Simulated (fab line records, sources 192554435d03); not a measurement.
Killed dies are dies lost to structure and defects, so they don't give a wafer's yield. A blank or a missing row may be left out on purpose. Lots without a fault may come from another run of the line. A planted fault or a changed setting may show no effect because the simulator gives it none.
fab line records | flow n5_finfet | part 1 of 2: steps 1 to 4 of 6
record lots=21 wafers=63 last_day=19
route steps=1938 shown BEOL_M7@1279 BEOL_M8@1332
lots that met no fault: from a run of the same line without faults
start_h: hours from the record's first day to the start of the lot's first wafer shown | wait_h: hours since the lot's step before | " the same as in the row above | L1.1+2: a row that stands for several wafers | - no value, or no start given | * or withheld: withheld | < > ~ a bound
route shown NAME@n: a module of which the file shows steps, and the number in the route of the first | usual: mean/standard deviation of fault-free wafers | same: alike in all rows | chamber/n: place in a boat | sites: the reading at each site | _std_site: their standard deviation | _edge_site: outer sites' mean less inner sites' | radius_mm: how far each site lies from the wafer's centre | mask NAME#n: copy n | behind: the tool/chamber that last shaped the wafer | hold: why the lot was held/for how many hours/how that ended | device: the transistor (n, p or np) that didn't switch | end of line: the same wafers' tests at the end of the route | a step without rows: its recipe alone | killed: dies lost to structure and defects at the first sort, not the wafer's yield | map: a wafer's dies, x killed, . not, _ none there
set.NAME: the setting as run; set.NAME@STEP: as run at that earlier step | model.NAME: the simulator's own value behind a step, which no gauge read
steps of the route over a sample of lots; a table a step, a row a wafer
services: from which hour (start_h, from the record's first day; less than 0 if before it) a tool's chamber was out of use, for how many hours, and why
## steps
# step N5_BEOL_M7_DESCUM_16
# recipe chemistry=O2 time_s=7.9 source_power_w=50 bias_power_w=20 pressure_mtorr=20 rf_frequency_hz=2.712e+07 temp_c=40 resist=CAR-ArF o2_flow_sccm=225
# usual drypump_motor_current_A=5.8/0.39 oes_product_au=0.75/0.056 rf_vpp_V=243.5/1.2 showerhead_plenum_p_Torr=2.11/0.055 throttle_valve_pct=20.49/0.13
# same time_s=7.9
# columns lot.wafer tool chamber start_h wait_h drypump_motor_current_A oes_product_au rf_hours_counter_h rf_vpp_V showerhead_plenum_p_Torr throttle_valve_pct
L074.2 rie_diel-05 1 187.29 0.1 5.8 0.73 169 243.0 2.18 20.51
L074.3 " 2 " " 5.7 0.72 201 244.0 2.16 20.65
L074.5 " 0 " " 5.2 0.80 - 244.5 2.11 20.61
L075.3 rie_diel-04 2 196.92 0.0 6.5 0.74 208 243.4 2.08 20.38
L075.5 " 3 " " 6.5 0.71 - 244.2 2.09 20.43
L075.6 " 0 " " 5.4 0.85 - 247.0 2.22 20.29
L076.2 rie_diel-03 0 196.96 0.0 6.4 0.73 209 242.4 2.06 20.42
L076.4 " 3 " " 5.6 0.71 213 242.6 2.07 20.52
L076.5 " 2 " " 5.4 0.74 - 241.7 2.09 20.28
L077.2 rie_diel-03 0 213.56 0.1 6.4 0.72 214 242.4 2.06 20.44
L077.4 " 1 " " 6.0 0.87 46 242.4 2.05 20.35
L077.5 " 0 " " 6.4 0.73 - 243.1 2.06 20.44
L079.3 rie_diel-03 2 219.01 0.0 5.5 0.74 191 242.8 2.08 20.30
L079.4 " 1 " " 6.1 0.86 48 241.3 2.05 20.35
L079.6 " 1 " " 6.1 0.87 - 242.2 2.05 20.33
L078.1 rie_diel-05 2 219.82 0.0 5.7 0.72 212 242.3 2.16 20.68
L078.3 " 1 " " 5.8 0.73 178 243.4 2.17 20.51
L078.5 " 2 " " 5.7 0.72 - 244.0 2.16 20.67
L080.1 rie_diel-03 0 223.19 0.1 6.4 0.72 217 244.3 2.06 20.44
L080.3 " 2 " " 5.4 0.74 193 242.6 2.08 20.30
L080.4 " 1 " " 6.0 0.86 49 244.5 2.05 20.33
L081.1 rie_diel-03 3 237.25 0.0 5.6 0.69 226 240.9 2.07 20.54
L081.2 " 2 " " 5.5 0.73 197 242.3 2.08 20.29
L081.5 " 2 " " 5.5 0.74 - 243.1 2.08 20.29
L082.1 rie_diel-05 3 250.56 0.0 5.7 0.83 73 245.4 2.20 20.43
L082.3 " 0 " " 5.2 0.79 107 244.1 2.10 20.65
L082.4 " 1 " " 5.8 0.72 188 246.1 2.17 20.54
L083.1 rie_diel-05 3 256.73 0.2 5.7 0.82 75 244.3 2.20 20.42
L083.3 " 1 " " 5.8 0.71 190 245.7 2.17 20.54
L083.6 " 0 " " 5.2 0.77 - 243.6 2.10 20.66
L084.1 rie_diel-03 3 262.11 0.1 5.6 0.68 234 241.3 2.06 20.56
L084.3 " 2 " " 5.5 0.74 204 243.7 2.08 20.29
L084.4 " 0 " " 6.4 0.72 228 242.3 2.06 20.44
L087.3 rie_diel-03 1 284.05 0.0 6.0 0.84 64 242.8 2.04 20.36
L087.5 " 1 " " 5.9 0.84 - 242.8 2.04 20.38
L087.6 " 0 " " 6.4 0.70 - 242.9 2.05 20.46
L085.3 rie_diel-05 2 287.32 0.0 5.7 0.71 230 243.6 2.15 20.71
L085.4 " 0 " " 5.2 0.77 118 244.6 2.10 20.65
L085.6 " 0 " " 5.2 0.76 - 243.1 2.10 20.66
L086.1 rie_diel-04 3 287.89 0.0 6.5 0.69 200 242.6 2.08 20.47
L086.2 " 1 " " 6.2 0.74 176 242.5 2.08 20.68
L086.6 " 2 " " 6.5 0.71 - 242.4 2.07 20.41
L090.1 rie_diel-05 2 294.10 0.0 5.7 0.70 232 245.3 2.15 20.71
L090.2 " 1 " " 5.8 0.71 200 243.9 2.17 20.55
L090.4 " 3 " " 5.8 0.81 86 244.7 2.20 20.44
L089.3 rie_diel-05 0 295.40 0.0 5.2 0.77 121 244.4 2.10 20.68
L089.5 " 0 " " 5.2 0.76 - 242.4 2.10 20.68
L089.6 " 1 " " 5.8 0.70 - 246.0 2.17 20.56
L091.1 rie_diel-05 1 309.92 0.0 5.8 0.70 205 244.4 2.16 20.57
L091.2 " 2 " " 5.7 0.70 237 243.5 2.15 20.73
L091.4 " 0 " " 5.2 0.76 125 243.6 2.09 20.68
L092.1 rie_diel-04 0 310.11 0.2 5.5 0.80 97 244.5 2.21 20.33
L092.2 " 3 " " 6.4 0.68 206 243.0 2.08 20.47
L092.6 " 1 " " 6.2 0.72 - 244.2 2.08 20.69
L093.1 rie_diel-04 0 313.73 0.0 5.5 0.80 99 245.3 2.21 20.34
L093.3 " 2 " " 6.5 0.70 241 242.8 2.07 20.43
L093.6 " 1 " " 6.1 0.73 - 242.7 2.08 20.69
L096.1 rie_diel-03 2 343.02 0.3 5.5 0.71 227 242.8 2.07 20.35
L096.5 " 0 " " 6.4 0.69 - 242.4 2.05 20.47
L096.6 " 1 " " 6.1 0.81 - 241.9 2.04 20.40
L097.2 rie_diel-05 3 350.61 0.2 5.7 0.80 104 245.6 2.19 20.47
L097.5 " 1 " " 5.8 0.70 - 243.5 2.16 20.58
L097.6 " 0 " " 5.2 0.75 - 243.2 2.09 20.71
# step N5_BEOL_M7_ETCH_66
# recipe chemistry=N2/H2 target=SOC target_depth_a=800 overetch_a=160 mask_material=SiARC temp_c=40 time_s=120 ion_energy_ev=200 pressure_mtorr=30 source_w=840 bias_w=150 n2_flow_sccm=200 h2_flow_sccm=200
# usual drypump_motor_current_A=5.9/0.42 oes_product_au=0.57/0.04 rf_vpp_V=524.0/1.9 showerhead_plenum_p_Torr=2.55/0.065 throttle_valve_pct=17.89/0.14
# same time_s=120
# columns lot.wafer tool chamber start_h wait_h drypump_motor_current_A oes_product_au rf_hours_counter_h rf_vpp_V showerhead_plenum_p_Torr throttle_valve_pct
L074.2 rie_diel-03 1 188.39 0.0 6.0 0.67 38 521.5 2.49 17.76
L074.3 " 2 " " 5.5 0.56 181 523.6 2.53 17.69
L074.5 " 3 " " 5.6 0.53 - 524.0 2.52 17.94
L076.2 rie_diel-03 1 199.60 0.0 6.0 0.66 41 521.2 2.48 17.77
L076.4 " 2 " " 5.5 0.55 185 524.1 2.52 17.69
L076.5 " 1 " " 6.1 0.66 - 524.6 2.48 17.77
L075.3 rie_diel-04 3 199.71 0.0 6.5 0.55 180 523.4 2.53 17.83
L075.5 " 1 " " 6.3 0.57 - 523.7 2.54 18.05
L075.6 " 0 " " 5.5 0.64 - 527.9 2.69 17.62
L077.2 rie_diel-05 1 214.66 0.0 5.8 0.55 177 525.9 2.64 17.89
L077.4 " 3 " " 5.7 0.64 62 527.6 2.70 17.88
L077.5 " 0 " " 5.2 0.61 - 524.9 2.56 18.14
L079.3 rie_diel-05 0 221.12 0.0 5.2 0.60 98 524.0 2.56 18.16
L079.4 " 3 " " 5.7 0.64 64 529.9 2.70 17.86
L079.6 " 2 " " 5.7 0.55 - 526.7 2.62 18.06
L078.1 rie_diel-03 0 222.42 0.0 6.4 0.56 217 523.0 2.51 17.86
L078.3 " 3 " " 5.6 0.53 222 524.2 2.51 17.96
L078.5 " 0 " " 6.4 0.55 - 523.1 2.51 17.86
L080.1 rie_diel-04 3 226.19 0.0 6.4 0.53 187 522.7 2.53 17.86
L080.3 " 1 " " 6.2 0.57 158 525.1 2.54 18.08
L080.4 " 2 " " 6.5 0.56 215 524.1 2.52 17.88
L081.1 rie_diel-03 3 241.82 0.0 5.6 0.53 227 523.6 2.51 17.95
L081.2 " 1 " " 6.1 0.65 54 522.5 2.48 17.81
L081.5 " 3 " " 5.6 0.52 - 524.2 2.51 17.96
L082.1 rie_diel-03 1 251.67 0.0 6.0 0.64 56 522.3 2.48 17.81
L082.3 " 2 " " 5.5 0.56 201 524.4 2.52 17.72
L082.4 " 3 " " 5.6 0.52 231 523.6 2.51 17.97
L083.1 rie_diel-03 3 259.11 0.0 5.6 0.52 233 521.0 2.51 17.97
L083.3 " 1 " " 6.1 0.64 58 522.0 2.48 17.81
L083.6 " 3 " " 5.6 0.53 - 523.4 2.51 17.98
L084.1 rie_diel-03 2 265.89 0.0 5.5 0.55 205 522.6 2.52 17.73
L084.3 " 3 " " 5.6 0.52 234 524.5 2.51 17.97
L084.4 " 1 " " 6.0 0.64 60 520.6 2.48 17.80
L087.3 rie_diel-04 0 287.07 0.0 5.4 0.62 94 525.6 2.68 17.67
L087.5 " 2 " " 6.6 0.55 - 523.1 2.52 17.89
L087.6 " 3 " " 6.5 0.53 - 523.5 2.52 17.86
L085.3 rie_diel-04 1 288.30 0.0 6.2 0.56 176 523.0 2.53 18.09
L085.4 " 0 " " 5.5 0.62 94 528.0 2.68 17.66
L085.6 " 2 " " 6.5 0.54 - 522.7 2.52 17.91
L086.1 rie_diel-04 3 289.33 0.0 6.5 0.53 201 523.5 2.52 17.87
L086.2 " 1 " " 6.2 0.55 177 524.2 2.53 18.11
L086.6 " 2 " " 6.5 0.54 - 523.0 2.52 17.89
L090.1 rie_diel-05 2 299.37 0.0 5.7 0.54 234 526.5 2.61 18.09
L090.2 " 1 " " 5.8 0.54 202 525.6 2.63 17.94
L090.4 " 3 " " 5.7 0.62 87 526.8 2.69 17.91
L089.3 rie_diel-03 3 299.65 0.0 5.6 0.52 242 522.8 2.51 18.00
L089.5 " 2 " " 5.5 0.55 - 524.6 2.51 17.74
L089.6 " 3 " " 5.6 0.51 - 522.8 2.50 17.96
L091.1 rie_diel-03 0 311.16 0.0 6.4 0.55 240 522.7 2.50 17.90
L091.2 " 1 " " 6.1 0.63 71 521.1 2.47 17.84
L091.4 " 2 " " 5.5 0.55 - 523.4 2.51 17.72
L092.1 rie_diel-04 3 311.34 0.0 6.4 0.53 207 522.8 2.52 17.89
L092.2 " 2 " " 6.5 0.54 240 523.5 2.51 17.92
L092.6 " 3 " " 6.5 0.53 - 524.2 2.52 17.87
L093.1 rie_diel-03 0 315.31 0.0 6.3 0.55 242 523.4 2.50 17.89
L093.3 " 2 " " 5.5 0.55 218 522.8 2.51 17.75
L093.6 " 1 " " 6.1 0.63 - 521.6 2.47 17.84
L096.1 rie_diel-04 0 344.74 0.0 5.5 0.62 109 526.9 2.67 17.71
L096.5 " 3 " " 6.5 0.52 - 524.1 2.52 17.89
L096.6 " 0 " " 5.5 0.61 - 526.7 2.67 17.69
L097.2 rie_diel-05 3 352.27 0.0 5.7 0.60 105 527.1 2.68 17.95
L097.5 " 1 " " 5.8 0.53 - 527.1 2.62 17.96
L097.6 " 0 " " 5.2 0.58 - 523.1 2.54 18.23
# step N5_BEOL_M7_STRIP_36
# recipe chemistry=N2/H2 power_w=450 temp_c=40 pressure_mtorr=20 rf_frequency_hz=6e+07 overash_fraction=0.3 bias_power_w=7 h2_frac=0.5 n2_flow_sccm=200 h2_flow_sccm=200
# usual drypump_motor_current_A=5.9/0.42 oes_product_au=0.74/0.056 rf_vpp_V=59.3/1.5 showerhead_plenum_p_Torr=2.54/0.065 throttle_valve_pct=23.72/0.19
# columns lot.wafer tool chamber start_h wait_h drypump_motor_current_A oes_product_au rf_hours_counter_h rf_vpp_V showerhead_plenum_p_Torr throttle_valve_pct
L074.2 rie_diel-03 1 188.55 0.0 6.0 0.87 38 58.6 2.48 23.79
L074.3 " 2 " " 5.5 0.73 181 59.5 2.52 23.46
L074.5 " 3 " " 5.6 0.71 - 60.9 2.51 23.66
L076.2 rie_diel-03 1 199.75 0.0 6.0 0.88 42 59.6 2.48 23.81
L076.4 " 2 " " 5.5 0.74 185 59.1 2.52 23.50
L076.5 " 1 " " 6.0 0.88 - 58.3 2.48 23.80
L075.3 rie_diel-04 3 199.86 0.0 6.5 0.72 180 59.3 2.53 23.71
L075.5 " 1 " " 6.2 0.75 - 55.2 2.54 23.92
L075.6 " 0 " " 5.4 0.84 - 61.2 2.69 23.47
L077.2 rie_diel-05 1 214.81 0.0 5.8 0.73 177 58.2 2.64 23.67
L077.4 " 3 " " 5.7 0.84 62 58.5 2.69 23.72
L077.5 " 0 " " 5.2 0.79 - 58.1 2.56 24.20
L079.3 rie_diel-05 0 221.27 0.0 5.3 0.78 98 59.3 2.56 24.24
L079.4 " 3 " " 5.7 0.84 64 59.9 2.69 23.76
L079.6 " 2 " " 5.7 0.72 - 58.3 2.61 23.83
L078.1 rie_diel-03 0 222.57 0.0 6.4 0.71 217 57.4 2.50 23.61
L078.3 " 3 " " 5.6 0.67 222 58.2 2.51 23.64
L078.5 " 0 " " 6.4 0.73 - 58.6 2.50 23.57
L080.1 rie_diel-04 3 226.34 0.0 6.5 0.70 187 61.0 2.52 23.66
L080.3 " 1 " " 6.2 0.75 158 59.5 2.54 23.91
L080.4 " 2 " " 6.5 0.71 216 62.0 2.52 23.72
L081.1 rie_diel-03 3 241.97 0.0 5.6 0.68 228 57.7 2.51 23.67
L081.2 " 1 " " 6.0 0.86 54 58.5 2.48 23.80
L081.5 " 3 " " 5.6 0.69 - 60.3 2.51 23.64
L082.1 rie_diel-03 1 251.83 0.0 6.1 0.85 56 59.4 2.47 23.84
L082.3 " 2 " " 5.4 0.73 201 61.8 2.51 23.52
L082.4 " 3 " " 5.6 0.69 231 61.3 2.51 23.68
L083.1 rie_diel-03 3 259.27 0.0 5.6 0.69 233 60.3 2.50 23.67
L083.3 " 1 " " 6.0 0.85 58 60.3 2.47 23.81
L083.6 " 3 " " 5.6 0.68 - 59.0 2.50 23.69
L084.1 rie_diel-03 2 266.04 0.0 5.5 0.72 205 59.2 2.51 23.50
L084.3 " 3 " " 5.6 0.69 234 59.5 2.50 23.67
L084.4 " 1 " " 6.0 0.86 60 57.3 2.47 23.82
L087.3 rie_diel-04 0 287.22 0.0 5.4 0.81 94 59.6 2.67 23.49
L087.5 " 2 " " 6.5 0.71 - 58.6 2.51 23.75
L087.6 " 3 " " 6.4 0.70 - 60.1 2.52 23.71
L085.3 rie_diel-04 1 288.45 0.0 6.1 0.74 176 60.4 2.53 23.95
L085.4 " 0 " " 5.4 0.81 94 58.8 2.67 23.52
L085.6 " 2 " " 6.5 0.70 - 58.7 2.51 23.71
L086.1 rie_diel-04 3 289.49 0.0 6.4 0.69 201 59.4 2.52 23.68
L086.2 " 1 " " 6.2 0.74 177 60.4 2.53 23.95
L086.6 " 2 " " 6.5 0.70 - 58.8 2.51 23.74
L090.1 rie_diel-05 2 299.52 0.0 5.7 0.70 234 57.8 2.60 23.89
L090.2 " 1 " " 5.8 0.70 202 60.6 2.63 23.67
L090.4 " 3 " " 5.7 0.81 87 60.1 2.68 23.75
L089.3 rie_diel-03 3 299.80 0.0 5.6 0.68 242 59.4 2.50 23.66
L089.5 " 2 " " 5.5 0.72 - 60.4 2.51 23.54
L089.6 " 3 " " 5.6 0.68 - 59.9 2.50 23.67
L091.1 rie_diel-03 0 311.31 0.0 6.4 0.70 240 62.1 2.49 23.62
L091.2 " 1 " " 6.1 0.84 71 55.0 2.47 23.83
L091.4 " 2 " " 5.4 0.72 - 58.0 2.51 23.55
L092.1 rie_diel-04 3 311.49 0.0 6.5 0.67 207 57.2 2.52 23.69
L092.2 " 2 " " 6.5 0.69 240 59.8 2.51 23.75
L092.6 " 3 " " 6.5 0.69 - 59.7 2.52 23.69
L093.1 rie_diel-03 0 315.47 0.0 6.3 0.70 242 59.9 2.49 23.62
L093.3 " 2 " " 5.5 0.72 218 62.6 2.51 23.54
L093.6 " 1 " " 6.0 0.83 - 60.6 2.47 23.84
L096.1 rie_diel-04 0 344.90 0.0 5.4 0.80 109 61.1 2.67 23.54
L096.5 " 3 " " 6.5 0.67 - 56.7 2.51 23.70
L096.6 " 0 " " 5.4 0.80 - 61.2 2.67 23.51
L097.2 rie_diel-05 3 352.43 0.0 5.7 0.80 105 59.8 2.68 23.77
L097.5 " 1 " " 5.8 0.69 - 59.3 2.62 23.74
L097.6 " 0 " " 5.2 0.74 - 58.3 2.54 24.30
# step N5_BEOL_M7_CMP_52
# recipe stop_on=SiCOH_lowk t_overpolish_s=6.9 down_force_psi=1 platen_rpm=50 clearing_platen_down_force_psi=1.5 clearing_platen_rpm=50 post_cmp_clean=cu_alkaline target_thk_nm=80 clearing_platen_pad_velocity_m_s=0.99484 pad_velocity_m_s=0.99484
# usual barrier_field_endpoint_s=28.7/0.59 motor_current_A=6.2/0.5 overpolish_run_s=6.899/0.0086 time_to_endpoint_s=61.8/2.5
# same t_overpolish_s=6.9
# columns lot.wafer tool chamber start_h wait_h barrier_field_endpoint_s motor_current_A overpolish_run_s time_to_endpoint_s
L074.3 cmp-03 0 191.77 0.2 28.4 5.7 6.907 62.1
L074.2 " 3 " " 28.1 6.5 6.896 62.0
L074.5 " 0 " " 28.6 5.7 6.889 62.2
L075.3 cmp-03 1 202.34 0.2 28.3 7.1 6.899 61.4
L075.6 " 1 " " 28.8 6.7 6.896 60.5
L075.5 " 2 " " 29.0 5.6 6.897 63.4
L076.2 cmp-01 1 202.37 0.3 29.0 5.8 6.889 62.1
L076.4 " 2 " " 29.8 6.6 6.901 65.1
L076.5 " 3 " " 29.5 6.0 6.897 64.3
L077.4 cmp-02 1 217.01 0.1 27.5 6.0 6.901 59.3
L077.2 " 3 " " 27.9 6.8 6.891 59.8
L077.5 " 2 " " 28.5 5.1 6.900 59.9
L079.3 cmp-03 3 223.94 0.2 29.1 6.8 6.900 66.6
L079.4 " 0 " " 30.2 5.6 6.896 65.9
L079.6 " 2 " " 29.3 5.7 6.880 65.6
L078.3 cmp-01 2 225.33 0.2 27.9 6.5 6.904 59.5
L078.1 " 3 " " 28.2 5.9 6.894 59.7
L078.5 " 2 " " 29.1 6.4 6.903 62.2
L080.1 cmp-03 1 228.58 0.3 29.3 6.6 6.903 63.4
L080.3 " 2 " " 28.4 5.6 6.898 63.9
L080.4 " 3 " " 28.8 6.8 6.894 58.1
L081.2 cmp-03 2 246.22 0.2 28.7 5.8 6.894 62.7
L081.1 " 0 " " 28.7 5.8 6.903 62.4
L081.5 " 3 " " 28.5 6.8 6.913 62.1
L082.3 cmp-02 0 254.46 0.5 28.1 6.2 6.900 56.0
L082.4 " 1 " " 29.1 6.0 6.898 58.9
L082.1 " 2 " " 28.4 5.1 6.913 59.0
L083.3 cmp-03 0 262.62 0.4 28.9 5.8 6.898 60.5
L083.1 " 2 " " 28.9 5.8 6.906 61.6
L083.6 " 1 " " 28.6 6.9 6.916 61.2
L084.1 cmp-01 0 268.55 0.3 28.9 6.5 6.899 65.9
L084.3 " 1 " " 29.1 5.9 6.923 62.0
L084.4 " 3 " " 29.8 5.8 6.905 64.7
L087.3 cmp-03 0 290.70 0.3 28.1 5.8 6.901 65.4
L087.5 " 1 " " 28.4 7.0 6.896 64.0
L087.6 " 2 " " 28.8 5.9 6.909 65.3
L085.3 cmp-01 0 290.82 0.2 28.9 6.7 6.907 61.8
L085.4 " 3 " " 28.9 5.9 6.900 64.2
L085.6 " 1 " " 28.4 5.6 6.895 64.8
L086.2 cmp-01 2 293.52 0.2 28.6 6.7 6.898 61.5
L086.1 " 1 " " 28.5 5.9 6.903 64.2
L086.6 " 2 " " 30.0 6.7 6.907 67.2
L090.2 cmp-02 2 301.88 0.2 28.3 4.9 6.901 58.4
L090.1 " 0 " " 28.7 6.3 6.892 60.8
L090.4 " 1 " " 29.3 6.1 6.875 61.4
L089.3 cmp-02 3 302.15 0.2 28.6 6.7 6.898 63.0
L089.6 " 3 " " 29.3 6.6 6.891 62.9
L089.5 " 0 " " 28.4 6.5 6.898 62.0
L091.2 cmp-03 0 313.57 0.2 28.2 5.6 6.908 60.2
L091.1 " 1 " " 27.7 7.1 6.910 57.8
L091.4 " 2 " " 29.0 5.8 6.908 61.4
L092.1 cmp-01 2 314.18 0.3 28.4 6.5 6.887 62.1
L092.2 " 3 " " 28.7 6.2 6.921 61.5
L092.6 " 1 " " 28.2 5.5 6.920 63.3
L093.1 cmp-03 2 317.45 0.3 27.9 5.7 6.885 57.6
L093.3 " 1 " " 28.0 6.7 6.898 60.3
L093.6 " 2 " " 28.5 5.9 6.903 60.5
L096.1 cmp-01 0 347.35 0.4 28.4 6.7 6.901 59.2
L096.5 " 1 " " 28.4 5.9 6.914 62.2
L096.6 " 2 " " 28.7 6.8 6.891 59.2
L097.2 cmp-02 3 355.63 0.2 29.4 6.4 6.897 63.8
L097.6 " 2 " " 29.1 5.3 6.897 60.0
L097.5 " 3 " " 29.8 6.8 6.905 60.0
